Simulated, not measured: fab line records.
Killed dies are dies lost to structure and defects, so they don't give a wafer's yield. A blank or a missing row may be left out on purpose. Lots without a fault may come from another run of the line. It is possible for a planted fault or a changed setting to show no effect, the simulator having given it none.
Chamber matching -- flow nand_harc -- NHARC_A_CONTACT_ETCH_88 on rie_diel-03 has 4 sister chambers
The step etches the open film in CF4, target depth 39 nm, time 65 s. 8 wafers are shown with their chamber, then 7 later ones without.

## WAFERS WITH THEIR CHAMBER
wafer,chamber,drypump_motor_current_A (A),showerhead_plenum_p_Torr (Torr)
L082.1,0,5.7,1.79
L082.6,0,5.8,1.79
L087.2,3,5.3,1.65
L090.2,2,5.2,1.86
L090.4,1,4.7,1.82
L090.6,2,5.2,1.86
L093.2,1,4.7,1.82
L093.4,3,5.3,1.64

## WAFERS WITHOUT THEIR CHAMBER
wafer,drypump_motor_current_A (A),showerhead_plenum_p_Torr (Torr)
L093.5,5.2,1.86
L095.2,4.8,1.82
L095.5,5.8,1.79
L095.6,4.8,1.82
L094.3,4.7,1.82
L094.4,4.7,1.82
L094.5,5.7,1.79

## EACH ONE'S CHAMBER
wafer,from the rows above,in truth
L093.5,2,2
L095.2,1,1
L095.5,0,0
L095.6,1,1
L094.3,1,1
L094.4,1,1
L094.5,0,0
Correctly placed: 7 of 7. Number that these rows cannot place: 0. Placed wrongly: 0.
How it was worked out, from the rows above alone: a wafer's distance from a chamber is the root of the sum, over the readings, of the square of ((its reading less the chamber's mean) divided by the reading's scatter). The wafer belongs to the nearest chamber; if the next one is less than 2 further off, it can't be placed. For every chamber, the mean is computed from those of its wafers that are shown. The scatter: the root of (the sum of the squares of (reading less its chamber's mean) over the shown wafers, divided by (wafers less chambers)).
